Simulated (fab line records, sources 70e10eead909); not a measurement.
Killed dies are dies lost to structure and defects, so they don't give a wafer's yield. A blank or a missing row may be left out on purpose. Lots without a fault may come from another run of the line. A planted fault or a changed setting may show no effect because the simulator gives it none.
A struck lot beside a sound one | flow nand_harc | 28 steps out of a route of 1302
Sound: wafers L737.1, L737.4, L737.5. Struck: wafers L753.2, L753.3, L753.6. The cause comes at the end.
At each step with rows: each side's tool, then ch and its chambers, then its first start. Under that, the readings that differ: sound wafers | struck wafers | difference of the means | sigmas: that difference in standard deviations of wafers without a fault.
alike: readings whose means differ by less than 2 such deviations, and words and numbers that are the same on both sides. not compared: withheld readings, readings that some wafer has no value for, bounds like >300 that may hide the same value, and numbers for which the record gives no deviation and whose values overlap.
The two part at a step that has a row with sigmas, a row that says differs or no value, or rows on one side only. Numbers that don't overlap but have no deviation are shown without sigmas and don't part them. A reading that every wafer of one side lacks parts them only if that side has two wafers or more.

first, 1 step without rows for these wafers: NHARC_P_ZERO_WELL_HARDBAKE_53 (time 80 s).
NHARC_P_ZERO_WELL_DESCUM_54: chemistry O2, time 3 s.
  sound on rie_diel-06 ch 1,2,3, day 3 17:47; struck on rie_diel-09 ch 1,2,3, day 10 10:07
  alike: drypump_motor_current_A, oes_product_au, rf_vpp_V, showerhead_plenum_p_Torr, throttle_valve_pct
  not compared: rf_hours_counter_h
then, 5 steps without rows for these wafers: NHARC_P_ZERO_WELL_IMPLANT_55; NHARC_P_ZERO_WELL_IMPLANT_61; NHARC_P_ZERO_WELL_STRIP_56 (strips in SPM, time 840 s); NHARC_P_ZERO_WELL_PRECLEAN_68 (cleans in SC1, time 60 s); NHARC_P_ZERO_WELL_SRD_69.
NHARC_P_ZERO_WELL_RTA_42: time 300 s.
  sound on rtp_anneal-02 ch 0, day 3 18:45; struck on rtp_anneal-01 ch 0, day 10 11:10
  reading            | sound          | struck         | difference | sigmas
  lamp_power_pct (%) | 33.3 33.4 33.3 | 34.9 34.9 35.0 | +1.6       | +2
  alike: lamp_zone_2_pct, wafer_temp_C_max
NHARC_P_ZERO_WELL_INSPECT_43:
  sound on defect_inspect-01, day 3 19:26; struck on defect_inspect-01, day 10 11:45
  alike: raw_defect_count
then, 3 steps without rows for these wafers: NHARC_P_STI_ETCH_26 (etches SiO2 in dHF, target depth 11 nm); NHARC_P_STI_PRECLEAN_27 (cleans in SC1); NHARC_P_STI_SRD_28.
NHARC_P_STI_OXIDE_29: material SiO2, target thk 10 nm, ox time 1362 s.
  sound on furnace-03 ch 0, day 3 23:23; struck on furnace-03 ch 0, day 10 16:06
then, 10 steps without rows for these wafers: NHARC_P_STI_HM_DEP_30 (deposits Si3N4, target thk 80 nm, time 873 s); NHARC_P_STI_DEHYDRATE_01 (time 120 s); NHARC_P_STI_HMDS_02 (time 30 s); NHARC_P_STI_COAT_41 (time 65 s); NHARC_P_STI_COAT_03 (resist thk 600 nm); NHARC_P_STI_SOFTBAKE_04 (time 70 s); NHARC_P_STI_EBR_05; NHARC_P_STI_EXPOSE_06 (exposes mask P STI, target cd 200 nm); NHARC_P_STI_PEB_07 (peb time 80 s); NHARC_P_STI_DEVELOP_08 (time 50 s).
NHARC_P_STI_CD_MEAS_09: target cd 200 nm.
  sound on cd_sem-02 ch 0, day 4 10:37; struck on cd_sem-02 ch 0, day 11 03:22
  alike: cd_nm
NHARC_P_STI_OVL_MEAS_10:
  sound on overlay-02, day 4 10:42; struck on overlay-01, day 11 03:27
  reading           | sound | struck   | difference | sigmas
  overlay_y_nm (nm) | 6 6 6 | -3 -4 -3 | -9         | -2
  alike: overlay_x_nm
NHARC_P_STI_INSPECT_11:
  sound on defect_inspect-01, day 4 10:44; struck on defect_inspect-01, day 11 03:29
  reading          | sound | struck   | difference | sigmas
  raw_defect_count | 3 3 6 | 39 24 28 | +26        | +11
then, 1 step without rows for these wafers: NHARC_P_STI_HARDBAKE_13 (time 65 s).
-- the record jumps here: 23 days lie between the struck wafers' starts before and after (it left off in module P_STI and takes up again in module END, whose first step shown is number 1302 of the route) --
NHARC_END_SORT_01:
  the record has rows for the struck wafers here (prober-02 ch 0, day 33 23:01) and none for the sound ones

WHERE THEY PART
First at NHARC_P_ZERO_WELL_RTA_42; last, within this record, at NHARC_END_SORT_01.

WHY: what the simulator had put in
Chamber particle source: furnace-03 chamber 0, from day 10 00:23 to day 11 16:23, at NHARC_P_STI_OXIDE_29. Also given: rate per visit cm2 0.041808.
